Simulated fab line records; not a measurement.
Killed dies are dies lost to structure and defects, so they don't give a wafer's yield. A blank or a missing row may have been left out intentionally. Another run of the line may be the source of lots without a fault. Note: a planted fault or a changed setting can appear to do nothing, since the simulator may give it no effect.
A struck lot beside a sound one + flow nand_harc + 17 steps out of a route of 1302
Sound: these wafers, L344.1, L344.3, L344.5. Struck: wafers L358.1, L358.5, L358.6. The cause comes at the end.
At each step with rows: each side's tool, then ch and its chambers, then its first start. Under that, the readings that differ: sound wafers + struck wafers + difference of the means + sigmas: that difference in standard deviations of wafers without a fault.
alike: same words and numbers on both sides, and readings whose means sit less than 2 such deviations apart. not compared: any withheld reading, any reading some wafer has no value for, any bound like >300 that may hide the same value, and any number with overlapping values for which the record gives no deviation.
Wherever a step has rows on one side only, a row that says differs or no value, or a row with sigmas, the two part there. Numbers that don't overlap but have no deviation are shown without sigmas and don't part them. Lack of a reading on every wafer of one side parts them only where that side has two or more wafers.

NHARC_P_M0_OVL_MEAS_10: pitch 180 nm.
  sound on overlay-02 at day 7 01:28; struck on overlay-01 at day 12 20:12
  alike: overlay_x_nm, overlay_y_nm
NHARC_P_M0_INSPECT_11:
  sound on defect_inspect-02 at day 7 01:30; struck on defect_inspect-01 at day 12 20:14
  alike: raw_defect_count
NHARC_P_M0_DESCUM_14: chemistry O2, time 3 s.
  sound on rie_diel-13 ch 2,3, day 7 01:34; struck on rie_diel-13 ch 0,1,3, day 12 20:20
  alike: chamber_pressure_mTorr, drypump_motor_current_A, oes_product_au, rf_vpp_V, showerhead_plenum_p_Torr, throttle_valve_pct
  not compared: rf_hours_counter_h
NHARC_P_M0_ETCH_34: etches the open film in N2/H2, target depth 40 nm, overetch 12 nm, time 43.94 s.
  sound on rie_diel-13 ch 0,1, day 7 01:39; struck on rie_diel-13 ch 0,3, day 12 20:26
| reading               | sound             | struck            | difference | sigmas |
|-----------------------|-------------------|-------------------|------------|--------|
| oes_product_au (a.u.) | 0.976 0.983 0.975 | 1.017 1.012 1.002 | +0.032     | +3     |
  alike: chamber_pressure_mTorr, drypump_motor_current_A, rf_vpp_V, showerhead_plenum_p_Torr, throttle_valve_pct
  not compared: rf_hours_counter_h
NHARC_P_M0_ETCH_15: etches the open film in C4F8/Ar, target depth 150 nm, overetch 15 nm, time 82.5 s.
  sound on rie_diel-13 ch 2,3; struck on rie_diel-13 ch 1,2
  alike: chamber_pressure_mTorr, oes_product_au, rf_vpp_V
  not compared: rf_hours_counter_h
NHARC_P_M0_CD_MEAS_16:
  sound on cd_sem-02 at day 7 01:52; struck on cd_sem-03 at day 12 20:38
  alike: cd_nm
then, 2 steps without rows for these wafers: NHARC_P_M0_STRIP_18 (strips in N2/H2); NHARC_P_M0_STRIP_19 (strips in post etch residue remover, time 600 s).
NHARC_P_M0_DEGAS_28: time 60 s.
  sound on pvd_sputter-02 at day 7 02:29; struck on pvd_sputter-03 at day 12 21:20
  alike: heater_power_w
then, 1 step without rows for these wafers: NHARC_P_M0_PRE_CLEAN_29 (time 30 s).
NHARC_P_M0_PVD_20: deposits TaN, target thk 5 nm, time 8.06 s.
  sound on pvd_sputter-02; struck on pvd_sputter-03
  alike: throttle_valve_pct
then, 1 step without rows for these wafers: NHARC_P_M0_PVD_21 (deposits Cu, target thk 30 nm, time 20.49 s).
NHARC_P_M0_ECD_22: material Cu, target thk 400 nm.
  sound on ecd_cu-02 ch 0,1, day 7 02:53; struck on ecd_cu-02 ch 0,1, day 12 21:43
  no value came back on the struck wafers for bath_heat_duty_pct (%), bath_temp_c (C); on the sound wafers bath_heat_duty_pct (%) reads 6.3 8.2 7.3
then, 1 step without rows for these wafers: NHARC_P_M0_ANNEAL_30 (time 90 s).
NHARC_P_M0_CMP_23: polishes, t overpolish 20 s, target thk 117.54 nm.
  sound on cmp-04 ch 0,1, day 7 03:34; struck on cmp-04 ch 2,3, day 12 22:23
| reading                | sound          | struck      | difference | sigmas |
|------------------------|----------------|-------------|------------|--------|
| time_to_endpoint_s (s) | 26.0 28.2 28.7 | 0.1 0.0 1.2 | -27.2      | -11    |
  alike: motor_current_A
NHARC_P_M0_THK_MEAS_24: measures by xrf.
  sound on film_metro-02 at day 7 03:52; struck on film_metro-01 at day 12 22:41
| reading     | sound             | struck         | difference | sigmas |
|-------------|-------------------|----------------|------------|--------|
| thk_nm (nm) | 113.2 114.9 114.5 | 30.4 29.3 30.0 | -84.3      | -50    |
then, 1 step without rows for these wafers: NHARC_P_M0_SRD_25.

== WHERE THEY PART ==
At NHARC_P_M0_ETCH_34 first; at NHARC_P_M0_THK_MEAS_24 last (within this record only).

WHY: the cause the simulator had injected
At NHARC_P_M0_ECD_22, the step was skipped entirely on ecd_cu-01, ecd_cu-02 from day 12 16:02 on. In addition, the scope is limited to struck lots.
